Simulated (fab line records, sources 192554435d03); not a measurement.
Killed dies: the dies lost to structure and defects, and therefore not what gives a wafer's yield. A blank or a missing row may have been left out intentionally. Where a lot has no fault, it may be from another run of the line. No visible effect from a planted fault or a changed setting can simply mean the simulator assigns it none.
Chamber matching || flow n5_finfet || 4 sister chambers for N5_SPACER0_ALD_08 on ald_sin-03
The step deposits SiNx, target thk 2 nm. 8 wafers are shown with their chamber, then 10 later ones without.

== WAFERS PAIRED WITH THEIR CHAMBERS ==
{"wafer": "L080.4", "chamber": 0, "heater_power_w (W)": 871}
{"wafer": "L080.6", "chamber": 0, "heater_power_w (W)": 834}
{"wafer": "L082.2", "chamber": 1, "heater_power_w (W)": 809}
{"wafer": "L087.1", "chamber": 1, "heater_power_w (W)": 805}
{"wafer": "L087.2", "chamber": 2, "heater_power_w (W)": 875}
{"wafer": "L087.4", "chamber": 3, "heater_power_w (W)": 821}
{"wafer": "L090.1", "chamber": 2, "heater_power_w (W)": 872}
{"wafer": "L090.3", "chamber": 3, "heater_power_w (W)": 782}

== WAFERS WITHOUT THEIR CHAMBER ==
{"wafer": "L090.5", "heater_power_w (W)": 869}
{"wafer": "L091.2", "heater_power_w (W)": 849}
{"wafer": "L091.4", "heater_power_w (W)": 790}
{"wafer": "L091.6", "heater_power_w (W)": 804}
{"wafer": "L096.2", "heater_power_w (W)": 829}
{"wafer": "L096.4", "heater_power_w (W)": 793}
{"wafer": "L096.6", "heater_power_w (W)": 809}
{"wafer": "L097.3", "heater_power_w (W)": 855}
{"wafer": "L097.5", "heater_power_w (W)": 796}
{"wafer": "L097.6", "heater_power_w (W)": 880}

== WHICH CHAMBER EACH ONE RAN IN ==
{"wafer": "L090.5", "from the rows above": "can't be placed: 2 or 0", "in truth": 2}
{"wafer": "L091.2", "from the rows above": "can't be placed: 0 or 2", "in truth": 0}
{"wafer": "L091.4", "from the rows above": "can't be placed: 3 or 1", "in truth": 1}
{"wafer": "L091.6", "from the rows above": "can't be placed: 3 or 1", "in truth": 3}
{"wafer": "L096.2", "from the rows above": "can't be placed: 1 or 0 or 3 or 2", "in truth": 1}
{"wafer": "L096.4", "from the rows above": "can't be placed: 3 or 1", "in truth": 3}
{"wafer": "L096.6", "from the rows above": "can't be placed: 1 or 3", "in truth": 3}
{"wafer": "L097.3", "from the rows above": "can't be placed: 0 or 2", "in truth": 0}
{"wafer": "L097.5", "from the rows above": "can't be placed: 3 or 1", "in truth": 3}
{"wafer": "L097.6", "from the rows above": "can't be placed: 2 or 0", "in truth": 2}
Correctly placed: 0 of 10. These rows do not allow placing 10 (true chamber among the candidates in 10). 0 placed wrongly.
How it was worked out, from the rows above alone: a wafer's distance from a chamber is the root of the sum, over the readings, of the square of ((its reading less the chamber's mean) divided by the reading's scatter). If the next closest chamber is less than 2 further off than the closest, the wafer can't be placed; otherwise it belongs to the closest. A chamber's mean is the mean of its shown wafers. How the scatter is found: for the shown wafers, subtract from each reading the mean of its chamber, square and add these, divide the total by (wafers less chambers), then take the root.
